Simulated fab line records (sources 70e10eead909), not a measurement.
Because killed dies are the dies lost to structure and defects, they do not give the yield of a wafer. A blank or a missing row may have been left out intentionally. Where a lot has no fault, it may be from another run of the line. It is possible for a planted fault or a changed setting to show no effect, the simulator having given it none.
fab line records + flow nandHarc
record
- lots=13
- wafers=39
- lastDay=32
route steps=1302 shown P_M2@340 P_BONDPAD@361 END@1302
lots untouched by any fault: they come from a run of this same line in which no faults occurred
startH: hours from the record's first day to the start of the lot's first wafer shown + waitH: hours since the lot's step before + " repeats the value in the row above + L1.1+2: a single row standing in for several wafers + - no value, or no start was given + * or withheld: withheld + < > ~ a bound
route shown NAME@n: NAME is a module with steps in the file, n the number in the route of the first one + usual: the fault-free wafers' mean and standard deviation + same: alike in all rows + chamber/n: place in a boat + sites: each site's reading + _std_site: standard deviation of those values + _edge_site: the outer-site mean with the inner-site mean subtracted + radiusMm: for every site, how far away it sits from the centre of the wafer + mask NAME#n: copy n + behind: the most recent tool/chamber to have shaped the wafer + hold: why the lot was held/for how many hours/how that ended + device: names the non-switching transistor (n, p or np) + end of line: at the end of the route, the tests of the same wafers + a step without rows: its recipe alone + killed: the dies lost at the first sort to structure and to defects; this is not the yield of the wafer + map: per-die view of a wafer (x killed, . not killed, _ where there is no die)
set.NAME: the run value of the setting; set.NAME@STEP: its run value at that earlier step + model.NAME: the simulator's own value behind a step, which no gauge read
a sample of lots followed through the steps of the route, with each step as a table and each wafer as a row
services: the hour from which a tool's chamber was out of use, counted from the record's first day as startH (under 0 if before that day), plus the number of hours and why
## steps
# step NHARC_P_M2_PVD_20
# recipe
- targetThkA=50
- biasV=168.6
- powerW=15000
- chamberPressurePa=0.12
- timeS=8.06
- substrateTempC=50
- material=TaN
# usual
- substrateTempC=50.01/0.11
- throttleValvePct=30.1/1.1
| lot.wafer | tool          | chamber | startH | waitH | substrateTempC | throttleValvePct |
|-----------|---------------|---------|--------|-------|----------------|------------------|
| L969.1    | pvdSputter-02 | -       | -      | -     | 50.04          | 29.1             |
| L969.4    | "             | -       | "      | "     | 49.83          | 29.5             |
| L969.3    | "             | -       | "      | "     | 49.85          | 31.1             |
| L970.4    | pvdSputter-01 | -       | -      | -     | 50.02          | 29.0             |
| L970.1    | "             | -       | "      | "     | 50.14          | 30.4             |
| L970.5    | "             | -       | "      | "     | 49.92          | 28.8             |
| L971.3    | pvdSputter-01 | -       | -      | -     | 49.96          | 30.2             |
| L971.2    | "             | -       | "      | "     | 50.15          | 29.0             |
| L971.4    | "             | -       | "      | "     | 50.10          | 30.6             |
| L972.3    | pvdSputter-03 | -       | -      | -     | 49.82          | 30.1             |
| L972.1    | "             | -       | "      | "     | 50.16          | 30.0             |
| L972.4    | "             | -       | "      | "     | 50.12          | 29.5             |
| L974.3    | pvdSputter-02 | -       | -      | -     | 49.95          | 29.7             |
| L974.6    | "             | -       | "      | "     | 49.99          | 29.0             |
| L974.5    | "             | -       | "      | "     | 50.04          | 29.9             |
| L975.1    | pvdSputter-03 | -       | -      | -     | 50.10          | 32.7             |
| L975.4    | "             | -       | "      | "     | 49.98          | 30.3             |
| L975.6    | "             | -       | "      | "     | 50.14          | 29.6             |
| L976.3    | pvdSputter-03 | -       | -      | -     | 49.94          | 29.9             |
| L976.4    | "             | -       | "      | "     | 50.03          | 32.5             |
| L976.6    | "             | -       | "      | "     | 49.88          | 30.2             |
| L977.1    | pvdSputter-01 | -       | -      | -     | 50.08          | 29.0             |
| L977.2    | "             | -       | "      | "     | 49.99          | 29.0             |
| L977.6    | "             | -       | "      | "     | 50.01          | 29.2             |
| L980.1    | pvdSputter-02 | -       | -      | -     | 50.05          | 29.2             |
| L980.5    | "             | -       | "      | "     | 49.87          | 30.1             |
| L980.6    | "             | -       | "      | "     | 50.21          | 31.2             |
| L984.3    | pvdSputter-03 | -       | -      | -     | 50.04          | 30.2             |
| L984.2    | "             | -       | "      | "     | 50.10          | 29.9             |
| L984.5    | "             | -       | "      | "     | 50.03          | 30.1             |
| L985.3    | pvdSputter-02 | -       | -      | -     | 49.83          | 31.1             |
| L985.2    | "             | -       | "      | "     | 50.14          | 29.1             |
| L985.5    | "             | -       | "      | "     | 49.98          | 30.1             |
| L986.4    | pvdSputter-02 | -       | -      | -     | 49.99          | 30.2             |
| L986.2    | "             | -       | "      | "     | 50.12          | 31.6             |
| L986.5    | "             | -       | "      | "     | 49.95          | 30.4             |
| L987.3    | pvdSputter-02 | -       | -      | -     | 49.82          | 30.4             |
| L987.2    | "             | -       | "      | "     | 50.04          | 31.5             |
| L987.5    | "             | -       | "      | "     | 49.93          | 30.2             |
# step NHARC_P_M2_CMP_23
# recipe
- tOverpolishS=20
- targetThkNm=144.3
# usual
- motorCurrentA=12.6/0.95
- timeToEndpointS=29.5/2.9
| lot.wafer | tool   | chamber | startH | waitH | motorCurrentA | timeToEndpointS |
|-----------|--------|---------|--------|-------|---------------|-----------------|
| L969.4    | cmp-01 | 0       | 149.41 | -     | 12.7          | 25.8            |
| L969.1    | "      | 1       | "      | "     | 12.1          | 27.5            |
| L969.3    | "      | 2       | "      | "     | 12.7          | 31.7            |
| L970.1    | cmp-02 | 2       | 167.20 | -     | 11.4          | 30.2            |
| L970.4    | "      | 3       | "      | "     | 10.7          | 28.7            |
| L970.5    | "      | 0       | "      | "     | 12.8          | 29.1            |
| L971.3    | cmp-01 | 2       | 174.09 | -     | 13.0          | 34.9            |
| L971.4    | "      | 3       | "      | "     | 13.1          | 35.5            |
| L971.2    | "      | 1       | "      | "     | 12.2          | 32.7            |
| L972.3    | cmp-02 | 0       | 185.28 | -     | 13.5          | 32.3            |
| L972.1    | "      | 1       | "      | "     | 12.5          | 30.0            |
| L972.4    | "      | 2       | "      | "     | 12.0          | 32.5            |
| L974.3    | cmp-02 | 0       | 202.37 | -     | 13.1          | 28.8            |
| L974.5    | "      | 1       | "      | "     | 12.3          | 28.6            |
| L974.6    | "      | 2       | "      | "     | 11.5          | 34.7            |
| L975.1    | cmp-03 | 0       | 213.76 | -     | 14.5          | 27.4            |
| L975.4    | "      | 3       | "      | "     | 12.9          | 25.4            |
| L975.6    | "      | 0       | "      | "     | 13.4          | 28.2            |
| L976.4    | cmp-01 | 1       | 234.03 | -     | 12.5          | 28.4            |
| L976.3    | "      | 3       | "      | "     | 13.4          | 31.4            |
| L976.6    | "      | 1       | "      | "     | 12.3          | 28.8            |
| L977.2    | cmp-01 | 1       | 239.12 | -     | 12.7          | 26.8            |
| L977.1    | "      | 3       | "      | "     | 12.9          | 26.7            |
| L977.6    | "      | 1       | "      | "     | 11.9          | 27.8            |
| L980.1    | cmp-01 | 0       | 261.15 | -     | 12.9          | 28.7            |
| L980.5    | "      | 0       | "      | "     | 13.1          | 26.9            |
| L980.6    | "      | 1       | "      | "     | 11.9          | 33.8            |
| L984.2    | cmp-01 | 3       | 308.67 | -     | 13.4          | 28.9            |
| L984.3    | "      | 0       | "      | "     | 12.5          | 27.2            |
| L984.5    | "      | 2       | "      | "     | 12.2          | 31.3            |
| L985.3    | cmp-02 | 1       | 314.12 | -     | 12.9          | 26.4            |
| L985.2    | "      | 0       | "      | "     | 13.0          | 28.7            |
| L985.5    | "      | 2       | "      | "     | 11.6          | 28.8            |
| L986.2    | cmp-03 | 0       | 329.32 | -     | 13.6          | 26.7            |
| L986.4    | "      | 1       | "      | "     | 11.5          | 32.7            |
| L986.5    | "      | 1       | "      | "     | 11.7          | 33.7            |
| L987.3    | cmp-03 | 3       | 334.40 | -     | 13.2          | 25.3            |
| L987.2    | "      | 2       | "      | "     | 10.5          | 30.5            |
| L987.5    | "      | 0       | "      | "     | 14.0          | 25.4            |
# step NHARC_P_M2_THK_MEAS_24
# recipe
- thkMeasGauge=xrf
# usual
- thkNm=144.6/1.6
| lot.wafer | tool         | chamber | startH | waitH | thkNm |
|-----------|--------------|---------|--------|-------|-------|
| L969.1    | filmMetro-02 | -       | 149.70 | -     | 145.2 |
| L969.3    | "            | -       | "      | "     | 146.2 |
| L969.4    | "            | -       | "      | "     | 144.8 |
| L970.1    | filmMetro-01 | -       | 167.47 | -     | 145.3 |
| L970.4    | "            | -       | "      | "     | 145.8 |
| L970.5    | "            | -       | "      | "     | 145.3 |
| L971.2    | filmMetro-02 | -       | 174.41 | -     | 146.4 |
| L971.3    | "            | -       | "      | "     | 147.0 |
| L971.4    | "            | -       | "      | "     | 146.1 |
| L972.1    | filmMetro-02 | -       | 185.60 | -     | 145.6 |
| L972.3    | "            | -       | "      | "     | 145.6 |
| L972.4    | "            | -       | "      | "     | 147.6 |
| L974.3    | filmMetro-02 | -       | 202.60 | -     | 144.2 |
| L974.5    | "            | -       | "      | "     | 144.5 |
| L974.6    | "            | -       | "      | "     | 144.8 |
| L975.1    | filmMetro-01 | -       | 214.07 | -     | 143.9 |
| L975.4    | "            | -       | "      | "     | 142.9 |
| L975.6    | "            | -       | "      | "     | 143.9 |
| L976.3    | filmMetro-02 | -       | 234.34 | -     | 147.3 |
| L976.4    | "            | -       | "      | "     | 145.0 |
| L976.6    | "            | -       | "      | "     | 144.7 |
| L977.1    | filmMetro-01 | -       | 239.41 | -     | 144.8 |
| L977.2    | "            | -       | "      | "     | 144.3 |
| L977.6    | "            | -       | "      | "     | 146.1 |
| L980.1    | filmMetro-01 | -       | 261.47 | -     | 142.0 |
| L980.5    | "            | -       | "      | "     | 144.1 |
| L980.6    | "            | -       | "      | "     | 144.6 |
| L984.2    | filmMetro-02 | -       | 308.95 | -     | 147.1 |
| L984.3    | "            | -       | "      | "     | 145.5 |
| L984.5    | "            | -       | "      | "     | 146.0 |
| L985.2    | filmMetro-02 | -       | 314.43 | -     | 144.3 |
| L985.3    | "            | -       | "      | "     | 141.4 |
| L985.5    | "            | -       | "      | "     | 146.9 |
| L986.2    | filmMetro-01 | -       | 329.64 | -     | 142.8 |
| L986.4    | "            | -       | "      | "     | 146.3 |
| L986.5    | "            | -       | "      | "     | 144.7 |
| L987.2    | filmMetro-01 | -       | 334.71 | -     | 143.2 |
| L987.3    | "            | -       | "      | "     | 141.8 |
| L987.5    | "            | -       | "      | "     | 143.4 |
# step NHARC_P_BONDPAD_EXPOSE_06
# recipe
- na=0.55
- doseMj=37.06
- maskId=P_BPAD
# usual
- exposureDoseMJCm2=37.01/0.043
| lot.wafer | tool          | chamber | startH | waitH | mask     | exposureDoseMJCm2 |
|-----------|---------------|---------|--------|-------|----------|-------------------|
| L969.1    | krfScanner-03 | 0       | 151.36 | -     | P_BPAD#0 | 36.98             |
| L969.3    | "             | 0       | "      | "     | P_BPAD#0 | 36.97             |
| L969.4    | "             | 0       | "      | "     | P_BPAD#0 | 36.94             |
| L970.1    | krfScanner-01 | 0       | 169.26 | -     | P_BPAD#0 | 37.06             |
| L970.4    | "             | 0       | "      | "     | P_BPAD#0 | 37.04             |
| L970.5    | "             | 0       | "      | "     | P_BPAD#0 | 37.04             |
| L971.2    | krfScanner-03 | 0       | 176.20 | -     | P_BPAD#0 | 36.98             |
| L971.3    | "             | 0       | "      | "     | P_BPAD#0 | 37.02             |
| L971.4    | "             | 0       | "      | "     | P_BPAD#0 | 36.98             |
| L972.1    | krfScanner-03 | 0       | 187.26 | -     | P_BPAD#0 | 37.04             |
| L972.3    | "             | 0       | "      | "     | P_BPAD#0 | 36.98             |
| L972.4    | "             | 0       | "      | "     | P_BPAD#0 | 36.99             |
| L974.3    | krfScanner-01 | 0       | 204.39 | -     | P_BPAD#0 | 37.01             |
| L974.5    | "             | 0       | "      | "     | P_BPAD#0 | 37.03             |
| L974.6    | "             | 0       | "      | "     | P_BPAD#0 | 37.03             |
| L975.1    | krfScanner-01 | 0       | 215.70 | -     | P_BPAD#0 | 36.97             |
| L975.4    | "             | 0       | "      | "     | P_BPAD#0 | 36.97             |
| L975.6    | "             | 0       | "      | "     | P_BPAD#0 | 37.03             |
| L976.3    | krfScanner-03 | 0       | 236.16 | -     | P_BPAD#0 | 37.10             |
| L976.4    | "             | 0       | "      | "     | P_BPAD#0 | 37.05             |
| L976.6    | "             | 0       | "      | "     | P_BPAD#0 | 36.99             |
| L977.1    | krfScanner-04 | 0       | 241.34 | -     | P_BPAD#0 | 37.05             |
| L977.2    | "             | 0       | "      | "     | P_BPAD#0 | 37.01             |
| L977.6    | "             | 0       | "      | "     | P_BPAD#0 | 37.05             |
| L980.1    | krfScanner-03 | 0       | 263.26 | -     | P_BPAD#0 | 36.99             |
| L980.5    | "             | 0       | "      | "     | P_BPAD#0 | 37.03             |
| L980.6    | "             | 0       | "      | "     | P_BPAD#0 | 37.06             |
| L984.2    | krfScanner-03 | 0       | 310.63 | -     | P_BPAD#0 | 34.74             |
| L984.3    | "             | 0       | "      | "     | P_BPAD#0 | 34.71             |
| L984.5    | "             | 0       | "      | "     | P_BPAD#0 | 34.75             |
| L985.2    | krfScanner-04 | 0       | 316.20 | -     | P_BPAD#0 | 37.04             |
| L985.3    | "             | 0       | "      | "     | P_BPAD#0 | 37.03             |
| L985.5    | "             | 0       | "      | "     | P_BPAD#0 | 37.05             |
| L986.2    | krfScanner-03 | 0       | 331.45 | -     | P_BPAD#0 | 35.21             |
| L986.4    | "             | 0       | "      | "     | P_BPAD#0 | 35.18             |
| L986.5    | "             | 0       | "      | "     | P_BPAD#0 | 35.24             |
| L987.2    | krfScanner-03 | 0       | 336.35 | -     | P_BPAD#0 | 35.55             |
| L987.3    | "             | 0       | "      | "     | P_BPAD#0 | 35.56             |
| L987.5    | "             | 0       | "      | "     | P_BPAD#0 | 35.53             |
# step NHARC_END_SORT_01
# recipe
- tempC=25
# usual
- defectLimitedYield=90.9/2.4
- killedAtArray=56/17
- killedAtOther=1.2/1.4
- killedAtPeriphery=4/3.2
- killedDies=61/16
- killedOpen=3.6/2.1
- killedShort=2.7/1.8
# same
- grossDies=677
| lot.wafer | tool      | chamber | startH | waitH | defectLimitedYield[%] | killedAtArray | killedAtOther | killedAtPeriphery | killedDies | killedOpen | killedShort |
|-----------|-----------|---------|--------|-------|-----------------------|---------------|---------------|-------------------|------------|------------|-------------|
| L972.1    | prober-02 | 0       | 609.42 | 2.5   | 92.8                  | 34            | 1             | 14                | 49         | 4          | 8           |
| L972.3    | prober-02 | 0       | 611.02 | 3.1   | 95.7                  | 22            | 3             | 4                 | 29         | 2          | 3           |
| L972.4    | prober-02 | 0       | 611.82 | 3.4   | 95.0                  | 23            | 1             | 10                | 34         | 4          | 4           |
| L975.1    | prober-02 | 0       | 641.04 | 2.5   | 89.4                  | 65            | 0             | 7                 | 72         | 1          | 2           |
| L975.4    | prober-02 | 0       | 643.45 | 3.4   | 85.8                  | 80            | 2             | 14                | 96         | 7          | 3           |
| L975.6    | prober-02 | 0       | 645.05 | 4.0   | 88.6                  | 75            | 0             | 2                 | 77         | 3          | 2           |
| L974.3    | prober-01 | 0       | 642.63 | 3.1   | 92.2                  | 52            | 0             | 1                 | 53         | 5          | 4           |
| L974.5    | prober-01 | 0       | 644.23 | 3.7   | 92.2                  | 46            | 1             | 6                 | 53         | 8          | 3           |
| L974.6    | prober-01 | 0       | 645.04 | 4.0   | 92.3                  | 45            | 0             | 7                 | 52         | 6          | 4           |
# killed by level:class
L972.1 A_CHANNEL_HOLE_D2:chamberFilmFlake=11 P_STI:chamberFilmFlake=5 P_BONDPAD:chamberFilmFlake=5 A_CHANNEL_HOLE_D1:chamberFilmFlake=5 A_DECK1_JOINT:chamberFilmFlake=4 A_ONON_D2:geometricParticle:short=3 A_ONON_D1:geometricParticle:short=2 P_CONTACT:geometricParticle:short=1
L972.3 A_CHANNEL_HOLE_D2:chamberFilmFlake=16 THIN_TSV:chamberFilmFlake=3 P_BONDPAD:chamberFilmFlake=2 A_CHANNEL_HOLE_D1:chamberFilmFlake=2 P_CONTACT:geometricParticle:open=1 A_ONON_D1:geometricParticle:open=1 A_CHANNEL_HOLE_D2:geometricParticle:short=1 A_STAIRCASE:geometricParticle:short=1
L972.4 A_CHANNEL_HOLE_D1:chamberFilmFlake=6 A_CHANNEL_HOLE_D2:chamberFilmFlake=5 P_STI:chamberFilmFlake=3 P_ZERO_WELL:chamberFilmFlake=3 P_BONDPAD:chamberFilmFlake=3 P_CONTACT:geometricParticle:short=1 A_ONON_D1:geometricParticle:open=1 A_CHANNEL_FILL_D1:geometricParticle:short=1
L975.1 A_SLIT:chamberFilmFlake=23 A_CHANNEL_HOLE_D1:chamberFilmFlake=19 A_CHANNEL_HOLE_D2:chamberFilmFlake=12 P_M0:chamberFilmFlake=3 A_WL_FILL:chamberFilmFlake=3 P_ZERO_WELL:chamberFilmFlake=2 A_STAIRCASE:chamberFilmFlake=2 A_CONTACT:chamberFilmFlake=2
L974.3 A_CHANNEL_HOLE_D2:chamberFilmFlake=32 A_STAIRCASE:chamberFilmFlake=4 A_ONON_D2:geometricParticle:open=2 A_CHANNEL_HOLE_D1:chamberFilmFlake=2 P_M0:geometricParticle:open=1 A_ONON_D2:geometricParticle:short=1 A_CHANNEL_FILL_D2:geometricParticle:short=1 A_STAIRCASE:geometricParticle:short=1
L975.4 A_SLIT:chamberFilmFlake=28 A_CHANNEL_HOLE_D1:chamberFilmFlake=22 A_CHANNEL_HOLE_D2:chamberFilmFlake=13 P_ZERO_WELL:chamberFilmFlake=4 A_CHANNEL_FILL_D2:chamberFilmFlake=4 P_CONTACT:chamberFilmFlake=3 P_M0:chamberFilmFlake=3 A_CONTACT:chamberFilmFlake=3
L974.5 A_CHANNEL_HOLE_D2:chamberFilmFlake=22 A_CHANNEL_HOLE_D1:chamberFilmFlake=5 A_STAIRCASE:chamberFilmFlake=4 P_CONTACT:geometricParticle:open=2 P_CONTACT:chamberFilmFlake=2 A_ZERO_WELL:chamberFilmFlake=2 A_SLIT:chamberFilmFlake=2 A_CONTACT:chamberFilmFlake=2
L974.6 A_CHANNEL_HOLE_D2:chamberFilmFlake=30 A_CHANNEL_HOLE_D1:chamberFilmFlake=4 P_CONTACT:chamberFilmFlake=3 P_CONTACT:geometricParticle:open=2 A_WL_FILL:chamberFilmFlake=2 P_GATE:geometricParticle:open=1 P_M0:geometricParticle:open=1 A_CHANNEL_FILL_D1:geometricParticle:open=1
L975.6 A_SLIT:chamberFilmFlake=29 A_CHANNEL_HOLE_D1:chamberFilmFlake=23 A_CHANNEL_HOLE_D2:chamberFilmFlake=10 A_CONTACT:chamberFilmFlake=4 A_CHANNEL_FILL_D2:chamberFilmFlake=2 A_WL_FILL:chamberFilmFlake=2 P_M2:geometricParticle:short=1 A_CHANNEL_FILL_D1:geometricParticle:short=1
## services
| tool          | chamber | startH | hours | kind   |
|---------------|---------|--------|-------|--------|
| cmp-02        | -       | 134.50 | 4.0   | pm     |
| krfScanner-01 | -       | 140.00 | 4.0   | pm     |
| cmp-03        | -       | 143.97 | 6.7   | repair |
| krfScanner-03 | -       | 156.21 | 1.4   | repair |
| cmp-03        | -       | 162.00 | 4.0   | pm     |
| pvdSputter-03 | -       | 170.00 | 10.0  | pm     |
| cmp-02        | -       | 186.68 | 0.5   | repair |
| cmp-01        | -       | 187.85 | 4.0   | pm     |
| krfScanner-01 | -       | 195.89 | 0.3   | repair |
| pvdSputter-01 | -       | 196.05 | 4.3   | repair |
| cmp-03        | -       | 214.00 | 3.6   | repair |
| krfScanner-03 | -       | 224.02 | 4.0   | pm     |
| pvdSputter-01 | -       | 226.00 | 10.0  | pm     |
| cmp-02        | -       | 232.50 | 4.0   | pm     |
| pvdSputter-01 | -       | 250.83 | 0.5   | repair |
| cmp-03        | -       | 252.15 | 0.5   | repair |
| pvdSputter-02 | -       | 268.20 | 1.1   | repair |
| cmp-01        | -       | 272.45 | 1.0   | repair |
| pvdSputter-02 | -       | 282.05 | 10.0  | pm     |
| cmp-01        | -       | 285.85 | 4.0   | pm     |
| cmp-01        | -       | 301.29 | 2.2   | repair |
| krfScanner-03 | -       | 315.14 | 1.3   | repair |
| cmp-02        | -       | 330.67 | 4.0   | pm     |
| krfScanner-03 | -       | 334.48 | 1.3   | repair |
## key
firstSign
- step=NHARC_P_BONDPAD_EXPOSE_06
- reading=exposureDoseMJCm2
- direction=down
- sigmas=43
- usual=37.01
- struck=35.16
effect none on later readings
metAt NHARC_P_BONDPAD_EXPOSE_06
struckLots L984,L986,L987
loopTrim
- step=NHARC_P_BONDPAD_EXPOSE_06
- setting=dose
- lots=L986,L987
notActingAt NHARC_P_M2_PVD_20,NHARC_P_M2_CMP_23,NHARC_P_M2_THK_MEAS_24
onsetBetween 263.26 310.63
fault
- kind=processParameterDrift
- tool=krfScanner-03
- chamber=-
- onsetH=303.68
- steps=NHARC_P_BONDPAD_EXPOSE_06
- channel=doseMj
- offset=-2.2463
- shape=step
- actsIn=theseRecipesOnly
- stated=37.06
# loopTrim: a control loop set the setting to another value than it would have without faults
